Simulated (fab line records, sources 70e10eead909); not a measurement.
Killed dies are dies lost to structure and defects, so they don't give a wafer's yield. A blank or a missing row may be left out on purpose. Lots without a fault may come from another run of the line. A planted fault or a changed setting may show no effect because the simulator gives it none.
Chamber matching | flow nand_harc | NHARC_A_WL_FILL_ALD_10 on ald_hk-04: 4 sister chambers
The step deposits SiO2, target thk 50 nm, pulse time 10 s, ald cycles 500. 4 wafers are shown with their chamber, then 9 later ones without.

WAFERS WITH THEIR CHAMBER
wafer  | chamber | heater_power_w (W)
L083.6 | 0       | 482
L090.1 | 2       | 438
L090.4 | 3       | 448
L090.2 | 1       | 422

WAFERS WITHOUT THEIR CHAMBER
wafer  | heater_power_w (W)
L094.3 | 433
L094.4 | 446
L094.6 | 470
L095.1 | 432
L095.2 | 445
L095.6 | 448
L097.1 | 449
L097.3 | 475
L097.6 | 428

WHICH CHAMBER EACH WENT THROUGH
wafer  | from the rows above          | in truth
L094.3 | can't be placed: 2 or 1 or 3 | 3
L094.4 | can't be placed: 3 or 2      | 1
L094.6 | can't be placed: 0 or 3      | 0
L095.1 | can't be placed: 2 or 1 or 3 | 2
L095.2 | can't be placed: 3 or 2      | 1
L095.6 | can't be placed: 3 or 2      | 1
L097.1 | can't be placed: 3 or 2      | 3
L097.3 | 0                            | 0
L097.6 | can't be placed: 1 or 2      | 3
Placed correctly: 1 of 9. Can't be placed from these rows: 8 (the true chamber is among the candidates in 4). Placed wrongly: 0.
How it was worked out, from the rows above alone: a wafer's distance from a chamber is the root of the sum, over the readings, of the square of ((its reading less the chamber's mean) divided by the reading's scatter). The wafer belongs to the nearest chamber; if the next one is less than 2 further off, it can't be placed. A chamber's mean is the mean of its shown wafers. The scatter: with one shown wafer a chamber, the root of the mean of the squares of how far each hidden wafer lies from its nearest shown one.
